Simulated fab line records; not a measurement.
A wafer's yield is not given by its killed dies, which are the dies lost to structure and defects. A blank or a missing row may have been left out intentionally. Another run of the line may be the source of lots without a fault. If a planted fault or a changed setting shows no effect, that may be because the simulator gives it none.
Which tool was responsible?	flow nandHarc	24 lots with 72 wafers sampled at 4 steps, on a route of 1302 steps

WHAT EACH GAUGE READ, for each wafer
NHARC_P_ZERO_WELL_CD_MEAS_52: target cd 2000 nm.
lot	measured	on	cdNm (nm)
L074	day 2 01:44	cdSem-02	2000.9 1996.6 1999.2
L075	day 2 11:51	cdSem-03	2002.2 1998.2 1999.9
L076	day 2 21:23	cdSem-01	2000.7 1996.6 1996.1
L077	day 3 07:52	cdSem-03	1994.3 1991.9 1995.5
L078	day 3 17:59	cdSem-02	1998.4 1998.9 1999.2
L079	day 4 03:55	cdSem-01	1995.2 1996.1 2000.7
L080	day 4 13:43	cdSem-02	1999.4 2001.6 2001.8
L081	day 4 23:37	cdSem-01	1997.7 2000.2 1998.6
L082	day 5 09:58	cdSem-01	2001.0 1998.7 1998.7
L083	day 5 19:53	cdSem-02	1998.2 1996.2 1995.5
L084	day 6 06:07	cdSem-03	1998.9 2000.7 1999.4
L085	day 6 15:44	cdSem-02	1996.5 1996.4 1999.6
L086	day 7 01:44	cdSem-01	1995.6 1999.4 1997.9
L087	day 7 11:58	cdSem-02	1996.8 2000.7 2000.6
L088	day 7 21:52	cdSem-02	1995.9 2000.7 1997.2
L089	day 8 07:59	cdSem-02	2001.0 1999.4 1997.7
L090	day 8 18:35	cdSem-01	1999.0 2001.2 2003.8
L091	day 9 03:56	cdSem-02	2000.1 2001.8 1997.5
L092	day 9 13:44	cdSem-02	2000.4 2000.5 1999.3
L093	day 9 23:53	cdSem-02	1998.8 1993.5 1998.4
L094	day 10 09:47	cdSem-02	2000.4 1999.8 1999.6
L095	day 10 19:53	cdSem-01	2002.0 2003.5 2002.6
L096	day 11 05:40	cdSem-02	2001.7 2003.3 2000.8
L097	day 11 15:37	cdSem-02	2003.0 2000.4 1998.6

NHARC_P_CONTACT_OVL_MEAS_13.
lot	measured	on	overlayXNm (nm)	overlayYNm (nm)
L074	day 6 01:41	overlay-02	0.0 0.5 0.3	1.6 1.0 0.6
L075	day 6 05:01	overlay-02	0.2 -0.4 0.3	1.0 0.8 1.6
L076	day 6 14:50	overlay-01	0.2 -0.3 0.4	1.5 1.6 1.9
L077	day 7 03:55	overlay-01	-0.6 -0.3 -0.1	-2.0 -2.0 -1.4
L078	day 7 16:00	overlay-02	-1.1 0.1 -0.2	-0.6 -0.8 -0.7
L079	day 7 20:41	overlay-01	0.1 -0.1 -0.6	-0.5 -0.9 -0.9
L080	day 8 13:47	overlay-01	-1.0 -1.1 -1.1	0.5 0.5 0.4
L081	day 9 00:14	overlay-01	0.9 0.5 0.7	-0.3 0.3 0.2
L082	day 9 05:07	overlay-02	0.2 0.6 -0.3	1.1 0.8 1.1
L083	day 9 23:44	overlay-02	1.6 1.5 2.0	-0.3 -0.8 -1.3
L084	day 10 03:56	overlay-01	-1.0 -1.2 -1.0	-0.9 -0.7 -0.8
L085	day 10 07:38	overlay-02	-0.7 -0.5 -0.5	0.8 0.9 1.4
L086	day 10 18:59	overlay-02	2.3 1.5 2.4	-0.5 0.1 -0.5
L087	day 11 06:29	overlay-01	-0.2 -1.4 -0.9	-0.5 -0.6 -0.3
L088	day 12 03:39	overlay-01	-0.2 -0.2 0.1	-2.2 -2.2 -2.1
L089	day 12 01:07	overlay-01	0.3 0.3 0.4	0.9 0.8 0.4
L090	day 12 21:01	overlay-02	0.1 1.2 0.3	-2.1 -1.5 -1.5
L091	day 12 23:20	overlay-01	-1.6 -1.7 -1.8	-0.6 -0.4 0.0
L092	day 13 08:56	overlay-01	0.3 -0.1 0.6	-0.1 -0.6 -0.5
L093	day 13 18:47	overlay-01	0.0 -0.5 -1.0	0.7 -0.2 -0.2
L094	day 14 10:29	overlay-02	-0.8 -0.3 -1.0	-0.6 -0.3 -0.5
L095	day 14 14:14	overlay-02	0.8 0.5 0.6	0.5 0.3 0.3
L096	day 15 03:24	overlay-02	0.1 0.2 -0.5	-0.5 0.0 0.0
L097	day 15 13:05	overlay-01	-0.5 0.1 -0.4	-0.9 -1.3 -1.6

WHICH TOOL RAN EACH LOT (tool, then ch and the chambers of the sampled wafers, then the start)
lot	NHARC_P_ZERO_WELL_DESCUM_39	NHARC_P_GATE_DESCUM_13
L074	rieDiel-13 ch 0,3, day 2 00:23	rieDiel-12 ch 1,2, day 4 11:47
L075	rieDiel-07 ch 0,1,3, day 2 10:31	rieDiel-10 ch 0,1,3, day 4 18:22
L076	rieDiel-13 ch 0,2, day 2 20:03	rieDiel-10 ch 2,3, day 5 04:59
L077	rieDiel-13 ch 1,2,3, day 3 06:24	rieDiel-12 ch 1,2,3, day 5 15:33
L078	rieDiel-13 ch 2,3, day 3 16:29	rieDiel-12 ch 0,3, day 6 02:22
L079	rieDiel-07 ch 1,2,3, day 4 02:34	rieDiel-04 ch 1,3, day 6 09:14
L080	rieDiel-07 ch 1,2,3, day 4 12:22	rieDiel-10 ch 0,1,2, day 6 22:56
L081	rieDiel-01 ch 0,1, day 4 22:15	rieDiel-12 ch 0,1, day 7 11:39
L082	rieDiel-01 ch 0,3, day 5 08:38	rieDiel-12 ch 0,2,3, day 7 18:49
L083	rieDiel-07 ch 0,1,2, day 5 18:26	rieDiel-12 ch 0,3, day 8 08:53
L084	rieDiel-13 ch 0,1,3, day 6 04:37	rieDiel-12 ch 0,2,3, day 8 15:47
L085	rieDiel-01 ch 0,1,3, day 6 14:25	rieDiel-12 ch 0,1,2, day 8 20:56
L086	rieDiel-13 ch 0,1,2, day 7 00:17	rieDiel-10 ch 0,1,2, day 9 05:43
L087	rieDiel-13 ch 2,3, day 7 10:29	rieDiel-04 ch 0,1, day 9 18:33
L088	rieDiel-13 ch 1,2,3, day 7 20:25	rieDiel-04 ch 0,2,3, day 10 11:27
L089	rieDiel-13 ch 0,1,2, day 8 06:31	rieDiel-10 ch 0,2,3, day 10 11:37
L090	rieDiel-13 ch 1,2,3, day 8 17:07	rieDiel-04 ch 0,1,2, day 11 03:58
L091	rieDiel-13 ch 0,1, day 9 02:27	rieDiel-12 ch 0,1,3, day 11 09:46
L092	rieDiel-07 ch 1,2,3, day 9 12:16	rieDiel-04 ch 0,1, day 11 19:22
L093	rieDiel-07 ch 1,2,3, day 9 22:34	rieDiel-10 ch 0,1,2, day 12 07:53
L094	rieDiel-13 ch 0,1, day 10 08:19	rieDiel-10 ch 0,1, day 12 19:54
L095	rieDiel-13 ch 0,1,2, day 10 18:26	rieDiel-10 ch 0,1, day 13 01:05
L096	rieDiel-07 ch 0,1,3, day 11 04:10	rieDiel-04 ch 1,2,3, day 13 15:58
L097	rieDiel-13 ch 0,1,3, day 11 14:09	rieDiel-04 ch 0,1,2, day 13 21:49
- NHARC_P_ZERO_WELL_DESCUM_39: chemistry O2, time 3 s.
- NHARC_P_GATE_DESCUM_13: chemistry O2, time 3 s.

AS READ BY THE TOOLS THEMSELVES (means over the sampled wafers that have a number; for cases with no such wafer, the mark the record gives instead)
NHARC_P_ZERO_WELL_DESCUM_39.
lot	tool	chamberPressureMTorr (mTorr)	drypumpMotorCurrentA (A)	oesProductAu (a.u.)	rfVppV (V)	showerheadPlenumPTorr (Torr)	throttleValvePct (%)
L074	rieDiel-13	60.08	5.7	1.008	57.4	1.95	11.313
L075	rieDiel-07	59.96	5.6	1.007	58.6	1.99	11.320
L076	rieDiel-13	59.96	5.6	1.004	57.0	1.95	11.307
L077	rieDiel-13	60.00	5.9	0.999	58.0	1.90	11.311
L078	rieDiel-13	59.99	6.0	1.000	57.4	1.90	11.312
L079	rieDiel-07	60.04	5.8	1.002	58.2	1.94	11.312
L080	rieDiel-07	60.00	5.8	1.007	57.6	1.94	11.313
L081	rieDiel-01	59.96	5.8	1.013	57.3	1.90	11.316
L082	rieDiel-01	59.98	5.8	1.014	58.2	1.90	11.301
L083	rieDiel-07	60.01	6.0	0.999	58.1	1.97	11.309
L084	rieDiel-13	59.97	5.8	1.006	58.3	1.92	11.309
L085	rieDiel-01	59.99	5.6	1.024	57.3	1.90	11.315
L086	rieDiel-13	59.97	5.6	0.998	57.3	1.91	11.315
L087	rieDiel-13	59.95	6.2	1.009	58.1	1.90	11.311
L088	rieDiel-13	59.96	5.9	0.999	57.9	1.89	11.305
L089	rieDiel-13	60.02	5.7	1.006	57.2	1.91	11.306
L090	rieDiel-13	59.94	5.9	0.994	58.1	1.89	11.310
L091	rieDiel-13	59.97	5.5	1.004	57.4	1.93	11.309
L092	rieDiel-07	60.00	5.8	0.997	57.4	1.93	11.320
L093	rieDiel-07	59.97	5.8	1.010	58.4	1.93	11.311
L094	rieDiel-13	60.02	5.5	1.000	57.8	1.93	11.310
L095	rieDiel-13	59.98	5.7	0.997	58.0	1.90	11.312
L096	rieDiel-07	60.02	5.6	1.006	57.8	1.97	11.306
L097	rieDiel-13	60.00	5.8	0.990	57.7	1.91	11.318

NHARC_P_GATE_DESCUM_13.
lot	tool	chamberPressureMTorr (mTorr)	drypumpMotorCurrentA (A)	oesProductAu (a.u.)	rfVppV (V)	showerheadPlenumPTorr (Torr)	throttleValvePct (%)
L074	rieDiel-12	60.01	5.7	0.999	56.7	1.89	11.311
L075	rieDiel-10	60.03	6.0	1.002	58.6	1.91	11.311
L076	rieDiel-10	59.98	5.6	1.000	57.9	1.91	11.315
L077	rieDiel-12	60.04	5.5	0.988	58.2	1.91	11.319
L078	rieDiel-12	60.05	5.6	0.992	57.8	1.91	11.305
L079	rieDiel-04	60.00	6.0	1.000	58.2	1.98	11.318
L080	rieDiel-10	60.00	5.6	0.989	57.4	1.88	11.318
L081	rieDiel-12	59.98	5.9	0.994	57.9	1.86	11.313
L082	rieDiel-12	60.03	5.5	0.998	56.9	1.92	11.312
L083	rieDiel-12	60.03	5.4	0.999	57.9	1.94	11.312
L084	rieDiel-12	60.02	5.6	0.990	58.0	1.92	11.308
L085	rieDiel-12	59.96	5.8	0.992	57.1	1.87	11.311
L086	rieDiel-10	60.03	5.6	0.992	57.7	1.88	11.325
L087	rieDiel-04	60.00	6.0	0.998	57.6	1.97	11.316
L088	rieDiel-04	59.98	5.4	0.999	57.2	1.89	11.317
L089	rieDiel-10	59.99	5.8	0.999	59.0	1.93	11.313
L090	rieDiel-04	59.98	5.5	0.996	58.4	1.90	11.314
L091	rieDiel-12	60.03	5.6	0.992	57.6	1.90	11.313
L092	rieDiel-04	60.02	6.0	0.993	57.7	1.97	11.316
L093	rieDiel-10	60.00	5.6	1.013	57.4	1.88	11.304
L094	rieDiel-10	60.04	5.7	1.015	56.9	1.85	11.305
L095	rieDiel-10	60.00	5.8	1.022	58.1	1.90	11.311
L096	rieDiel-04	60.01	5.6	1.006	58.1	1.92	11.306
L097	rieDiel-04	59.98	5.5	1.003	57.9	1.90	11.310

THE ANSWER, worked out from the rows above alone
Rule: the lots themselves supply what counts as usual. Put in order of their means at a reading, lots are off if they are a third of the lots or fewer, leave a main group of 4 or more, and stand apart from it by a gap of 3 or more times the standard deviation of the main group's means; of several such gaps the widest counts. A main group is skipped when, at the precision printed for the reading in the tables above, its means are all equal. A lot without any number at a reading at which 4 lots or more have one is off too. Where the step has rows for the other lots, those lots are counted as sound. After the gauges, taken in route order, come the tools' own readings; for these a lot's mean is taken, as printed above. At the first step where some lot is off, the reading lying furthest off is the one used; lots without a number count as furthest.
No lot is off at any reading shown: from this, nothing can be told.

WHAT THE SIMULATOR HAD PUT IN
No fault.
